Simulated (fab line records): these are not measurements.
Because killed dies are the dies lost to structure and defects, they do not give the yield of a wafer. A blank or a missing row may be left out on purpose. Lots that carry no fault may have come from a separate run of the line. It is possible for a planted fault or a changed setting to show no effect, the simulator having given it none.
What tool caused it?    flow n5 finfet    10 lots, 25 wafers sampled, at 6 steps of a route of 1938

== WHAT EACH GAUGE READ, for each wafer ==
N5_BEOL_M0_SAQP_CD_MEAS_29: target cd 14.4 nm.
lot   measured      on         cd nm (nm)
L828  day 6 01:59   cd sem-03  15.41 14.64
L831  day 6 23:14   cd sem-03  15.20 14.82 14.98
L832  day 7 01:47   cd sem-03  15.26 15.31 14.79
L833  day 7 05:25   cd sem-02  14.41 14.79 15.12
L834  day 7 13:24   cd sem-01  15.02 22.45 22.07
L840  day 9 05:50   cd sem-01  22.08 22.19
L843  day 10 07:46  cd sem-02  15.12 14.93
L846  day 10 14:14  cd sem-02  15.43 15.00
L847  day 10 20:28  cd sem-03  15.37 14.82 14.90
L850  day 11 15:31  cd sem-03  14.92 15.31

N5_BEOL_M4_RC_MEAS_101.
lot   measured      on         DIBL_N (mV/V)   DIBL_P (mV/V)   IOFF_N (nA/um)  IOFF_P (nA/um)  ION_N (uA/um)  ION_P (uA/um)  SS_N (mV/dec)   SS_P (mV/dec)   VT_N (mV)    VT_P (mV)
L828  day 7 20:10   prober-01  35.2 36.8       35.1 35.2       0.17 0.21       0.22 0.22       691 694        472 466        70.9 71.7       73.1 73.5       244 242      -245 -246
L831  day 9 05:07   prober-01  37.3 32.4 38.7  37.2 31.9 39.4  0.17 0.11 0.20  0.19 0.14 0.25  664 654 670    446 445 459    72.3 70.8 71.8  73.7 72.6 74.5  251 256 246  -255 -257 -251
L832  day 9 00:43   prober-02  36.9 37.0 37.0  37.7 39.5 38.4  0.20 0.18 0.18  0.25 0.28 0.26  705 681 692    478 474 479    71.5 71.4 71.2  73.2 74.4 73.7  244 249 247  -246 -249 -248
L833  day 9 08:00   prober-02  32.5 35.9 35.7  32.2 35.1 35.0  0.11 0.15 0.15  0.16 0.19 0.18  679 676 675    473 460 464    69.6 70.2 70.1  71.7 73.4 72.7  256 251 251  -251 -251 -249
L834  day 9 13:16   prober-01  34.7            33.1            0.14            0.18            668            461            71.0            72.9            250          -253
L843  day 12 08:29  prober-01  34.9 39.8       34.7 40.8       0.13 0.25       0.18 0.29       658 683        448 465        72.0 72.4       73.1 74.8       254 242      -253 -246
L846  day 12 09:59  prober-01  33.9 39.8       30.5 39.0       0.13 0.27       0.16 0.30       653 696        444 469        70.8 72.6       72.2 73.9       252 241      -256 -244
L847  day 12 12:43  prober-01  36.8 31.9 35.9  37.8 32.6 36.6  0.16 0.09 0.15  0.21 0.15 0.20  685 660 676    465 463 468    71.4 70.5 71.2  73.6 71.4 72.9  250 258 251  -248 -256 -251
L850  day 13 23:28  prober-01  38.3 39.1       37.2 37.9       0.19 0.21       0.21 0.22       689 679        465 454        72.3 73.5       74.2 73.3       249 246      -253 -250

== WHAT TOOL EACH LOT RAN ON (gives the tool, then ch and the chambers of the sampled wafers, and finally the start) ==
lot   N5_BEOL_M0_SAQP_ETCH_84             N5_BEOL_M0_SAQP_MANDREL1_REMOVE_100  N5_BEOL_M0_SAQP_STRIP_108           N5_BEOL_M0_SAQP_SPACER2_ALD_26
L828  rie diel-02 ch 2, day 5 22:25       rie si-02 ch 1,3, day 5 23:49        rie diel-02 ch 1,2, day 6 00:44     ald sin-04 ch 3, day 6 01:10
L831  rie diel-02 ch 0,1,2, day 6 19:53   rie si-02 ch 0,1, day 6 21:22        rie diel-06 ch 0,1, day 6 22:17     ald sin-01 ch 1,2, day 6 22:29
L832  rie diel-06 ch 1,3, day 6 22:25     rie si-06 ch 0,2,3, day 6 23:50      rie diel-01 ch 0,1, day 7 00:49     ald sin-04 ch 2,3, day 7 01:01
L833  rie diel-02 ch 0,2,3, day 7 00:58   rie si-02 ch 0,1,3, day 7 02:21      rie diel-06 ch 0,1, day 7 03:23     ald sin-01 ch 1,2,3, day 7 04:40
L834  rie diel-02 ch 1,2, day 7 10:06     rie si-02 ch 0,1, day 7 11:32        rie diel-01 ch 0,2,3, day 7 12:27   ald sin-01 ch 0,2,3, day 7 12:40
L840  rie diel-02 ch 2,3, day 9 01:12     rie si-06 ch 1,2, day 9 03:55        rie diel-06 ch 0,3, day 9 04:54     ald sin-01 ch 0,3, day 9 05:21
L843  rie diel-01 ch 0,1, day 10 04:30    rie si-06 ch 0,1, day 10 05:52       rie diel-01 ch 0,3, day 10 06:46    ald sin-04 ch 2, day 10 06:57
L846  rie diel-01 ch 1,2, day 10 10:50    rie si-01 ch 2,3, day 10 12:12       rie diel-06 ch 2,3, day 10 13:07    ald sin-04 ch 2,3, day 10 13:29
L847  rie diel-02 ch 0,2,3, day 10 14:16  rie si-06 ch 1,2, day 10 17:02       rie diel-06 ch 0,1,2, day 10 18:02  ald sin-04 ch 0,1,2, day 10 19:41
L850  rie diel-02 ch 2, day 11 08:53      rie si-06 ch 1,2, day 11 11:40       rie diel-02 ch 2, day 11 12:48      ald sin-04 ch 1,2, day 11 14:46
- N5_BEOL_M0_SAQP_ETCH_84: etches SOC in N2/H2, target depth 100 nm, overetch 20 nm, time 150 s.
- N5_BEOL_M0_SAQP_MANDREL1_REMOVE_100: chemistry HBr/Cl2/O2, target a-Si, stops on SiNx, bt time 10 s.
- N5_BEOL_M0_SAQP_STRIP_108: strips in N2/H2.
- N5_BEOL_M0_SAQP_SPACER2_ALD_26: deposits SiO2, target thk 15 nm, pulse time 1 s, purge time 2 s.

== WHAT THE TOOLS THEMSELVES READ (means of the sampled wafers that have a number; where no wafer has one, the mark that the record gives instead) ==
N5_BEOL_M0_SAQP_ETCH_84.
lot   tool         chamber pressure mTorr (mTorr)  drypump motor current A (A)  oes product au (a.u.)  rf vpp V (V)  showerhead plenum p Torr (Torr)  temp c (C)  throttle valve pct (%)
L828  rie diel-02  30.023                          5.6                          0.65                   525.2         2.59                             40.06       17.62
L831  rie diel-02  29.994                          5.8                          0.70                   524.8         2.55                             40.04       17.56
L832  rie diel-06  30.035                          5.6                          0.63                   524.2         2.56                             39.95       18.17
L833  rie diel-02  30.010                          5.7                          0.70                   524.7         2.55                             39.93       17.74
L834  rie diel-02  30.003                          5.7                          0.64                   524.5         2.56                             40.07       17.65
L840  rie diel-02  30.027                          5.7                          0.63                   523.5         2.54                             39.98       17.94
L843  rie diel-01  30.019                          5.4                          0.72                   525.5         2.59                             40.05       17.89
L846  rie diel-01  30.017                          5.7                          0.65                   523.4         2.57                             40.06       18.10
L847  rie diel-02  29.994                          5.7                          0.75                   524.6         2.54                             39.90       17.64
L850  rie diel-02  29.964                          5.7                          0.83                   525.1         2.57                             39.99       17.26

N5_BEOL_M0_SAQP_MANDREL1_REMOVE_100.
lot   tool       chamber pressure mTorr (mTorr)  drypump motor current A (A)  he backside leak sccm (sccm)  oes product au (a.u.)  throttle valve pct (%)
L828  rie si-02  9.996                           5.0                          2.71                          1.004                  36.4
L831  rie si-02  9.995                           5.6                          2.77                          0.999                  36.8
L832  rie si-06  9.998                           6.1                          2.53                          1.004                  36.9
L833  rie si-02  10.001                          5.3                          2.72                          1.000                  36.6
L834  rie si-02  9.994                           5.6                          2.89                          0.997                  36.8
L840  rie si-06  10.008                          6.2                          2.74                          1.002                  36.7
L843  rie si-06  10.002                          6.2                          2.69                          1.026                  37.0
L846  rie si-01  9.991                           6.2                          2.63                          1.026                  36.5
L847  rie si-06  9.999                           6.3                          2.72                          1.009                  36.7
L850  rie si-06  10.001                          6.2                          2.48                          0.994                  36.7

N5_BEOL_M0_SAQP_STRIP_108.
lot   tool         chamber pressure mTorr (mTorr)  drypump motor current A (A)  oes product au (a.u.)  rf vpp V (V)  showerhead plenum p Torr (Torr)  temp c (C)  throttle valve pct (%)
L828  rie diel-02  49.99                           5.8                          0.71                   122.6         3.37                             40.16       18.6
L831  rie diel-06  50.02                           5.7                          0.73                   121.9         3.49                             39.90       19.3
L832  rie diel-01  49.98                           5.4                          0.80                   123.0         3.46                             40.05       18.9
L833  rie diel-06  50.02                           5.5                          0.74                   122.4         3.50                             39.97       19.2
L834  rie diel-01  50.00                           5.5                          0.78                   122.4         3.35                             39.96       19.1
L840  rie diel-06  49.98                           5.2                          0.73                   121.1         3.33                             40.00       19.1
L843  rie diel-01  49.96                           5.2                          0.78                   122.0         3.35                             40.03       18.9
L846  rie diel-06  49.97                           5.0                          0.77                   121.1         3.28                             39.89       18.9
L847  rie diel-06  49.99                           5.4                          0.76                   122.2         3.45                             40.16       19.2
L850  rie diel-02  49.95                           5.6                          0.95                   121.4         3.39                             39.98       18.1

N5_BEOL_M0_SAQP_SPACER2_ALD_26.
lot   tool        heater power w (W)  precursor pulse height rel
L828  ald sin-04  482                 0.986
L831  ald sin-01  496                 1.010
L832  ald sin-04  488                 1.026
L833  ald sin-01  485                 1.015
L834  ald sin-01  459                 0.991
L840  ald sin-01  440                 1.003
L843  ald sin-04  490                 1.003
L846  ald sin-04  484                 0.972
L847  ald sin-04  440                 1.016
L850  ald sin-04  455                 0.999

== THE ANSWER, worked out from the rows above alone ==
Rule: usual is defined by the lots themselves. Put in order of their means at a reading, lots are off if they are a third of the lots or fewer, leave a main group of 4 or more, and stand apart from it by a gap of 3 or more times the standard deviation of the main group's means; of several such gaps the widest counts. Not used: any main group whose means are identical at the precision the tables above print for the reading. Also off: a lot with no number at a reading for which 4 or more lots have one. All remaining lots with rows at the step are treated as sound. Order of review: gauges by route order, followed by the tools' own readings, for which a lot's mean as printed above is used. At the first step where some lot is off, the reading lying furthest off is the one used; lots without a number count as furthest.
Off: L834, L840 (N5_BEOL_M0_SAQP_CD_MEAS_29, cd nm). For the main group the mean is 15.04 nm and the standard deviation 0.12.
A tool fits if, at a process step before that reading, it ran every lot that is off, and no sound lot after the first of them. Gauges at N5_BEOL_M0_SAQP_CD_MEAS_29: tried the same way as those tools. Undecided on this evidence; 2 tools fit (ald sin-01 at N5_BEOL_M0_SAQP_SPACER2_ALD_26, cd sem-01 at N5_BEOL_M0_SAQP_CD_MEAS_29).

== WHAT THE SIMULATOR HAD PUT IN ==
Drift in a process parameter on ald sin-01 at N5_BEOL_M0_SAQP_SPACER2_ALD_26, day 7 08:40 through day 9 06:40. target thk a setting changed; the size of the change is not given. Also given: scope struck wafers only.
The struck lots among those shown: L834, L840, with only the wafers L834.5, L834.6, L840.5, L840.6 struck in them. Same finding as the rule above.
